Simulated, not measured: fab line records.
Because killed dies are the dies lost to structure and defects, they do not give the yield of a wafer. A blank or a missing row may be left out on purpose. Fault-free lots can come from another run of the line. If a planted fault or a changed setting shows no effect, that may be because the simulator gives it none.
Which tool is to blame? :: flow n5Finfet :: Sampling: 12 lots, 36 wafers, 6 of 1938 route steps

WHAT THE GAUGES READ, wafer by wafer
N5_BEOL_M2_CD_MEAS_28: target cd 26.2 nm, target cd y 24.1 nm.
lot: L075
measured: day 7 10:29
on: cdSem-02
cdNm (nm): 26.71 26.15 26.47

lot: L077
measured: day 7 16:11
on: cdSem-02
cdNm (nm): 26.50 26.49 26.37

lot: L079
measured: day 7 22:28
on: cdSem-03
cdNm (nm): 26.30 26.46 26.59

lot: L081
measured: day 8 16:35
on: cdSem-02
cdNm (nm): 25.97 26.34 26.63

lot: L083
measured: day 9 05:17
on: cdSem-02
cdNm (nm): 26.61 25.98 26.50

lot: L085
measured: day 9 21:28
on: cdSem-02
cdNm (nm): 26.30 26.27 26.32

lot: L086
measured: day 9 23:12
on: cdSem-01
cdNm (nm): 26.23 26.18 26.22

lot: L089
measured: day 10 08:14
on: cdSem-02
cdNm (nm): 26.13 26.64 26.15

lot: L092
measured: day 10 23:05
on: cdSem-03
cdNm (nm): 25.84 26.17 25.98

lot: L093
measured: day 11 05:44
on: cdSem-03
cdNm (nm): 25.97 26.52 26.05

lot: L095
measured: day 11 19:49
on: cdSem-02
cdNm (nm): 26.39 26.68 26.24

lot: L097
measured: day 12 13:31
on: cdSem-02
cdNm (nm): 26.20 26.27 26.04

WHAT TOOL EACH LOT RAN ON (gives the tool, then ch and the chambers of the sampled wafers, and finally the start)
lot: L075
N5_BEOL_M1_DEGAS_44: pvdSputter-01, day 7 03:31
N5_BEOL_M1_ALD_84: aldMetal-02 ch 2,3, day 7 03:37
N5_BEOL_M1_ANNEAL_80: pvdSputter-01, day 7 04:25
N5_BEOL_M1_ANNEAL_93: pvdSputter-01, day 7 05:31
N5_BEOL_M1_DEP_57: pecvd-03 ch 0,1, day 7 06:51

lot: L077
N5_BEOL_M1_DEGAS_44: pvdSputter-03, day 7 09:11
N5_BEOL_M1_ALD_84: aldMetal-03 ch 0,1, day 7 09:18
N5_BEOL_M1_ANNEAL_80: pvdSputter-03, day 7 10:08
N5_BEOL_M1_ANNEAL_93: pvdSputter-03, day 7 11:14
N5_BEOL_M1_DEP_57: pecvd-04 ch 1,2, day 7 12:35

lot: L079
N5_BEOL_M1_DEGAS_44: pvdSputter-03, day 7 15:01
N5_BEOL_M1_ALD_84: aldMetal-03 ch 1,2,3, day 7 15:07
N5_BEOL_M1_ANNEAL_80: pvdSputter-01, day 7 16:02
N5_BEOL_M1_ANNEAL_93: pvdSputter-01, day 7 17:08
N5_BEOL_M1_DEP_57: pecvd-04 ch 0,1,2, day 7 18:32

lot: L081
N5_BEOL_M1_DEGAS_44: pvdSputter-03, day 8 06:59
N5_BEOL_M1_ALD_84: aldMetal-04 ch 0,3, day 8 07:06
N5_BEOL_M1_ANNEAL_80: pvdSputter-03, day 8 07:59
N5_BEOL_M1_ANNEAL_93: pvdSputter-03, day 8 11:11
N5_BEOL_M1_DEP_57: pecvd-02 ch 1,2, day 8 12:48

lot: L083
N5_BEOL_M1_DEGAS_44: pvdSputter-01, day 8 21:29
N5_BEOL_M1_ALD_84: aldMetal-02 ch 0,1,2, day 8 21:35
N5_BEOL_M1_ANNEAL_80: pvdSputter-03, day 8 22:47
N5_BEOL_M1_ANNEAL_93: pvdSputter-03, day 8 23:53
N5_BEOL_M1_DEP_57: pecvd-02 ch 0,1,2, day 9 01:13

lot: L085
N5_BEOL_M1_DEGAS_44: pvdSputter-03, day 9 14:28
N5_BEOL_M1_ALD_84: aldMetal-03 ch 2,3, day 9 14:34
N5_BEOL_M1_ANNEAL_80: pvdSputter-03, day 9 15:50
N5_BEOL_M1_ANNEAL_93: pvdSputter-03, day 9 16:56
N5_BEOL_M1_DEP_57: pecvd-03 ch 0,1, day 9 18:19

lot: L086
N5_BEOL_M1_DEGAS_44: pvdSputter-01, day 9 17:29
N5_BEOL_M1_ALD_84: aldMetal-02 ch 1,3, day 9 17:36
N5_BEOL_M1_ANNEAL_80: pvdSputter-03, day 9 19:01
N5_BEOL_M1_ANNEAL_93: pvdSputter-03, day 9 20:07
N5_BEOL_M1_DEP_57: pecvd-04 ch 0, day 9 21:28

lot: L089
N5_BEOL_M1_DEGAS_44: pvdSputter-01, day 10 00:02
N5_BEOL_M1_ALD_84: aldMetal-03 ch 0,1,3, day 10 00:08
N5_BEOL_M1_ANNEAL_80: pvdSputter-01, day 10 02:23
N5_BEOL_M1_ANNEAL_93: pvdSputter-01, day 10 03:29
N5_BEOL_M1_DEP_57: pecvd-02 ch 1,2, day 10 04:51

lot: L092
N5_BEOL_M1_DEGAS_44: pvdSputter-03, day 10 15:20
N5_BEOL_M1_ALD_84: aldMetal-03 ch 0,2,3, day 10 15:26
N5_BEOL_M1_ANNEAL_80: pvdSputter-03, day 10 16:14
N5_BEOL_M1_ANNEAL_93: pvdSputter-03, day 10 17:20
N5_BEOL_M1_DEP_57: pecvd-02 ch 0,2, day 10 18:41

lot: L093
N5_BEOL_M1_DEGAS_44: pvdSputter-01, day 10 22:58
N5_BEOL_M1_ALD_84: aldMetal-02 ch 2,3, day 10 23:05
N5_BEOL_M1_ANNEAL_80: pvdSputter-01, day 11 01:44
N5_BEOL_M1_ANNEAL_93: pvdSputter-01, day 11 02:50
N5_BEOL_M1_DEP_57: pecvd-03 ch 1,2, day 11 04:10

lot: L095
N5_BEOL_M1_DEGAS_44: pvdSputter-02, day 11 12:13
N5_BEOL_M1_ALD_84: aldMetal-03 ch 0,1,3, day 11 12:22
N5_BEOL_M1_ANNEAL_80: pvdSputter-01, day 11 13:28
N5_BEOL_M1_ANNEAL_93: pvdSputter-01, day 11 14:34
N5_BEOL_M1_DEP_57: pecvd-03 ch 1,2, day 11 15:54

lot: L097
N5_BEOL_M1_DEGAS_44: pvdSputter-01, day 12 08:22
N5_BEOL_M1_ALD_84: aldMetal-04 ch 0,1,2, day 12 08:28
N5_BEOL_M1_ANNEAL_80: pvdSputter-03, day 12 09:14
N5_BEOL_M1_ANNEAL_93: pvdSputter-03, day 12 10:20
N5_BEOL_M1_DEP_57: pecvd-02 ch 0,1,2, day 12 11:41
- N5_BEOL_M1_DEGAS_44: time 60 s.
- N5_BEOL_M1_ALD_84: deposits TaN, pulse time 2 s, purge time 3 s, co reactant purge time 2 s.
- N5_BEOL_M1_ANNEAL_80: time 240 s.
- N5_BEOL_M1_ANNEAL_93: time 240 s.
- N5_BEOL_M1_DEP_57: deposits SiCN from 3MS/NH3, target thk 8 nm, time 14 s.

THE ANSWER, worked out from the rows above alone
Rule: usual is defined by the lots themselves. Put in order of their means at a reading, lots are off if they are a third of the lots or fewer, leave a main group of 4 or more, and stand apart from it by a gap of 3 or more times the standard deviation of the main group's means; of several such gaps the widest counts. Not used: any main group whose means are identical at the precision the tables above print for the reading. Also off: a lot with no number at a reading for which 4 or more lots have one. Any other lot the step has rows for is counted as sound.
None of the lots is off at any reading shown; this tells nothing.

WHAT THE SIMULATOR HAD PUT IN
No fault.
